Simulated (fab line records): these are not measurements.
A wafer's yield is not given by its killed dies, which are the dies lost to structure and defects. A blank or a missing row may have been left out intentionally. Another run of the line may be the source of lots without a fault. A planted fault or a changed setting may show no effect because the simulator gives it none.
Struck lot and sound lot, side by side ; flow nand harc ; 14 out of 1302 route steps
Sound: wafers L989.2, L989.3, L989.5. The struck wafers were L985.2, L985.4, L985.6. The cause comes at the end.
At each step with rows: each side's tool, then ch and its chambers, then its first start. Under that, the readings that differ: sound wafers ; struck wafers ; difference of the means ; sigmas: that difference in standard deviations of wafers without a fault.
alike: readings with means less than 2 such deviations apart, plus words and numbers identical on both sides. not compared: withheld readings, readings lacking a value on some wafer, bounds such as >300 that could conceal the same value, and numbers that have no deviation in the record and whose values overlap.
A row with sigmas, a row that says differs or no value, or rows on one side alone: a step with any of these is where the two part. When numbers do not overlap yet have no deviation, they are printed without sigmas and do not part them. Lack of a reading on every wafer of one side parts them only where that side has two or more wafers.

first, 9 steps without rows for these wafers: NHARC_A_STAIRCASE_DEHYDRATE_242 (time 120 s); NHARC_A_STAIRCASE_HMDS_243 (time 30 s); NHARC_A_STAIRCASE_COAT_244; NHARC_A_STAIRCASE_SOFTBAKE_245 (time 170 s); NHARC_A_STAIRCASE_EBR_246; NHARC_A_STAIRCASE_EXPOSE_247 (exposes mask SDS 1); NHARC_A_STAIRCASE_PEB_248 (peb time 130 s); NHARC_A_STAIRCASE_DEVELOP_249 (time 140 s); NHARC_A_STAIRCASE_HARDBAKE_251 (time 140 s).
NHARC_A_STAIRCASE_DESCUM_252: chemistry O2, time 3 s.
  sound on rie diel-11 ch 0,1, day 21 20:38; struck on rie diel-11 ch 0,3, day 19 23:31
  alike: drypump motor current A, mfc ar sccm, oes product au, rf vpp V, showerhead plenum p Torr, throttle valve pct
  not compared: rf hours counter h
NHARC_A_STAIRCASE_ETCH_253: etches the open film in C4F8/O2, target depth 50 nm, time 20.2 s.
  sound on rie diel-11 ch 0,1,3, day 21 20:43; struck on rie diel-11 ch 1,3, day 19 23:36
  alike: oes product au, rf vpp V
  not compared: rf hours counter h
NHARC_A_STAIRCASE_STRIP_254: strips in O2.
  sound on plasma asher-02 ch 0,1, day 21 20:54; struck on plasma asher-02 ch 0,1, day 19 23:44
  no value came back on the struck wafers for drypump motor current A (A), heater power w (W); on the sound wafers drypump motor current A (A) reads 6.1 5.5 5.5
  not compared: rf hours counter h
then, 2 steps without rows for these wafers: NHARC_A_STAIRCASE_STRIP_255 (strips in SPM, time 900 s); NHARC_END_SORT_01.

WHERE THEY PART
Only at NHARC_A_STAIRCASE_STRIP_254, as far as this record shows.

WHY: what had been put in by the simulator
At NHARC_A_STAIRCASE_STRIP_254, the step was skipped entirely on plasma asher-02 from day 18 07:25 on. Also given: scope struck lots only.
